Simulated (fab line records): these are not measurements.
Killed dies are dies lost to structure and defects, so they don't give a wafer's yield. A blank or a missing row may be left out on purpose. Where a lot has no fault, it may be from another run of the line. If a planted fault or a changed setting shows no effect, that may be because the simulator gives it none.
3 desks, one fault | flow n5_finfet | what lay behind the numbers comes last; until then each desk has only its own

AT THE METROLOGY DESK
Means of the sampled wafers that have a number, per lot and without regard to the tool the lot ran on: this is what the gauges read. Any lot whose mean is over 4 standard deviations away from the usual mean is out of limits and marked OUT; that distance is given in the brackets. It has 14 readings; the 7 that lie furthest out on some lot are the ones shown.
Columns: A = IOFF_N at N5_BEOL_M4_RC_MEAS_101, usual 0.16 nA/um; B = IOFF_P at N5_BEOL_M4_RC_MEAS_101, usual 0.21 nA/um; C = ION_N at N5_BEOL_M4_RC_MEAS_101, usual 672 uA/um; D = ION_P at N5_BEOL_M4_RC_MEAS_101, usual 461 uA/um; E = VT_N at N5_BEOL_M4_RC_MEAS_101, usual 250 mV; F = VT_P at N5_BEOL_M4_RC_MEAS_101, usual -251 mV; G = M5_OVL at N5_BEOL_M5_OVL_MEAS_12, usual -0.7 nm
lot  | first seen here | A    | B    | C   | D   | E   | F    | G
L600 | day 7 21:32     | 0.13 | 0.19 | 671 | 460 | 253 | -252 | 0.5
L603 | day 9 08:28     | 0.13 | 0.18 | 655 | 454 | 253 | -252 | 0.1
L609 | day 10 22:43    | 0.14 | 0.17 | 668 | 453 | 252 | -253 | -1.1
L610 | day 11 10:59    | 0.13 | 0.19 | 659 | 455 | 253 | -252 | -0.6
L615 | day 12 09:19    | 0.13 | 0.14 | 664 | 446 | 255 | -259 | -0.7
L621 | day 13 23:41    | 0.11 | 0.18 | 661 | 461 | 253 | -254 | 0.6
This desk found nothing out of limits on any of the 6 lots.

DESK OF THE TOOL OWNER: litho_track-04
The tool's own readings at N5_BEOL_M5_COAT_05 (resist thk 30 nm): means of the sampled wafers that have a number, for each lot that ran on this tool. Any lot whose mean is over 4 standard deviations away from the usual mean is out of limits and marked OUT; that distance is given in the brackets.
Columns: A = spin_speed_rpm at N5_BEOL_M5_COAT_05, usual 1500.0 rpm
lot  | first seen here | A
L600 | day 8 00:07     | 1499.5
L609 | day 11 01:26    | 1284.2 (-99 or more) OUT
L610 | day 11 15:13    | 1285.2 (-99 or more) OUT
This desk's finding: out of limits on L609, L610; first on L609, day 11 01:26 (spin_speed_rpm at N5_BEOL_M5_COAT_05). L600 stayed within limits.

THE DEFECT DESK
Counts from the inspections along the route, per lot, as means over the sampled wafers that have a number. Any lot whose mean is over 4 standard deviations away from the usual mean is out of limits and marked OUT; that distance is given in the brackets.
Columns: A = raw_defect_count at N5_BEOL_M4_INSPECT_59, usual 74; B = raw_defect_count at N5_BEOL_M5_INSPECT_13, usual 416
lot  | first seen here | A  | B
L600 | day 7 21:34     | 44 | 309
L603 | day 9 08:29     | 50 | 421
L609 | day 10 22:44    | 74 | 375
L610 | day 11 11:01    | 72 | 493
L615 | day 12 09:20    | 84 | 351
L621 | day 13 23:43    | 88 | 375
This desk found nothing out of limits on any of the 6 lots.

PUT TOGETHER
The tool owner's desk could have raised an alarm at day 11 01:26, on L609, L610.
The metrology desk saw nothing out of limits.
Nothing the defect desk looked at was out of limits.
The metrology desk has L609, L610 on record, within its limits.
The defect desk has L609, L610 on record, within its limits.
N5_BEOL_M5_COAT_05 was run on litho_track-04 by each of the lots named.

WHAT HAD BEEN PUT IN BY THE SIMULATOR
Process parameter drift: litho_track-04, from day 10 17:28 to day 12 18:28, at N5_BEOL_M5_COAT_05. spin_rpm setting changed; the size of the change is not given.
Shown lots that were struck: L609, L610.
Each desk's first reading out of limits, in hours after the fault started: the tool owner's desk, 8.
